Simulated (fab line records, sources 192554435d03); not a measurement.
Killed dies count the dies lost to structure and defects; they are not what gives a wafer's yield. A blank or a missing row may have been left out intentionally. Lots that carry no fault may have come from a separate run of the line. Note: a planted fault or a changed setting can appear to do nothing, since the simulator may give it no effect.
Lot-split experiment ; flow n5 finfet ; 21 wafers read across 7 lots, on a route 1938 steps long

ON THE SPLIT
At N5_SD_EPI_N_EPI_21 (deposits Si:P, time 690 s), the setting time s was moved away from the recipe's 690 s on 8 of the 21 wafers read, by -16.3% to +15.8%. For the rest of the wafers, this setting stayed at what the recipe calls for.

FROM THE SPLIT TO THE READING: what the file shows between them, 7 steps
- N5_SD_EPI_N_EPI_MEAS_23
- N5_SD_EPI_P_EPI_21: deposits SiGe:B, time 355 s (also split here: temp c)
- N5_SD_EPI_P_HM_STRIP_48: strips SiNx in H3PO4, material SiNx, target depth 3 nm
- N5_SD_EPI_P_SRD_49: time 30 s
- N5_SD_EPI_P_PRECLEAN_24: cleans in O3/DIW, time 45 s
- N5_SD_ACTIVATION_RTA_00: time 0 s
- N5_SD_ACTIVATION_LSA_01: time 0.0008 s

THE READING
RS_SD_N (ohm/sq), read at N5_SD_ACTIVATION_RS_MEAS_03 with a four-point probe. A value of 21.82 ohm/sq with a standard deviation of 0.25 ohm/sq is what fault-free wafers of this fab line usually give.

wafer;tool, chamber at the split;time s as run, s;against the recipe;RS_SD_N, ohm/sq;against lot-mates on the recipe
L076.1;epi rpcvd-03, 0;634.7;-8.0%;22.92;+1.08
L076.2;epi rpcvd-03, 0;690;recipe;21.84;-
L076.4;epi rpcvd-03, 0;634.7;-8.0%;22.74;+0.90
L079.1;epi rpcvd-02, 0;690;recipe;22.13;-
L079.3;epi rpcvd-02, 0;690;recipe;21.92;-
L079.6;epi rpcvd-02, 0;690;recipe;21.98;-
L083.3;epi rpcvd-02, 0;601.8;-12.8%;23.67;no lot-mate on the recipe
L083.5;epi rpcvd-02, 0;601.8;-12.8%;23.68;no lot-mate on the recipe
L083.6;epi rpcvd-02, 0;601.8;-12.8%;24.01;no lot-mate on the recipe
L088.2;epi rpcvd-02, 0;577.3;-16.3%;25.00;+3.27
L088.3;epi rpcvd-02, 0;577.3;-16.3%;24.77;+3.04
L088.4;epi rpcvd-02, 0;690;recipe;21.73;-
L091.1;epi rpcvd-01, 0;799.3;+15.8%;19.88;-2.15
L091.4;epi rpcvd-01, 0;690;recipe;22.00;-
L091.5;epi rpcvd-01, 0;690;recipe;22.06;-
L096.3;epi rpcvd-02, 0;690;recipe;21.96;-
L096.5;epi rpcvd-02, 0;690;recipe;21.86;-
L096.6;epi rpcvd-02, 0;690;recipe;21.67;-
L097.2;epi rpcvd-02, 0;690;recipe;21.50;-
L097.4;epi rpcvd-02, 0;690;recipe;21.31;-
L097.5;epi rpcvd-02, 0;690;recipe;21.51;-

FIT RESULTS
A straight line over all 21 wafers: RS_SD_N changes by -0.157 ohm/sq for each +1% of time s; r = -0.97; the points scatter about the line by 0.3 ohm/sq.
The same after taking each lot's own level away (the mean of its wafers on the recipe; 18 wafers): -0.166 ohm/sq for each +1%; r = -0.98; scatter 0.25 ohm/sq.
That fit puts the effect of the largest move of time s on the reading at 2.7 ohm/sq.
From 21.440 to 22.030 ohm/sq: that is the span of the lots' own levels, equal to 2.4 times the standard deviation above.
Consequently the slope shifts little with the lot-to-lot level, the two slopes agreeing.
Check: for one of the wafers moved furthest among these (-16.3%), held out of the fit, the line's prediction against its lot-mates is +2.53 ohm/sq. It came out at +3.27 ohm/sq against them.

THE OTHER SPLITS THESE WAFERS WENT THROUGH
Other splits were also applied to these wafers ahead of the reading. Each is held against what the fit with the lots' levels taken away leaves over:
other split on the same wafers;wafers away from the commonest value;r with RS_SD_N (lot level and that fit taken away)
N5_PMOS_HMC_CHANNEL_EPI_EXPOSE_06 dose mj;5;-0.23
N5_PMOS_HMC_CHANNEL_EPI_PEB_07 peb temp c;8;-0.34
N5_FIN_CUT_ETCH_21 bias w;5;-0.08
N5_STI_FIN_REVEAL_ETCHBACK_08 time s;9;+0.08
N5_SD_EPI_N_ETCH_45 target depth a;9;+0.06
N5_SD_EPI_P_EPI_21 temp c;8;+0.00

THE WHOLE CHAIN: every reading that the file lists as answering this split, in the file's order
step;what it does;reading;change (the file's fit);r (the file's)
N5_SD_EPI_N_EPI_21;deposits Si:P, time 690 s;Si-P_of_SD_EPI_N_EPI_21.thk nm (the simulator's own value, which no gauge read);+0.414 nm for each +1% of the setting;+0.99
N5_SD_EPI_N_EPI_MEAS_23;;thk nm;withheld for each +1% of the setting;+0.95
N5_SD_EPI_P_HM_STRIP_48;strips SiNx in H3PO4, material SiNx, target depth 3 nm;Si-P_of_SD_EPI_N_EPI_21.thk nm (the simulator's own value, which no gauge read);+0.403 nm for each +1% of the setting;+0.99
N5_SD_ACTIVATION_RS_MEAS_03;measures by four-point-probe;RS_SD_N;-0.161 for each +1% of the setting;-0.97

FILE'S OWN FIT
RS_SD_N changes by -0.161 ohm/sq for each +1% of time s, r = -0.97.
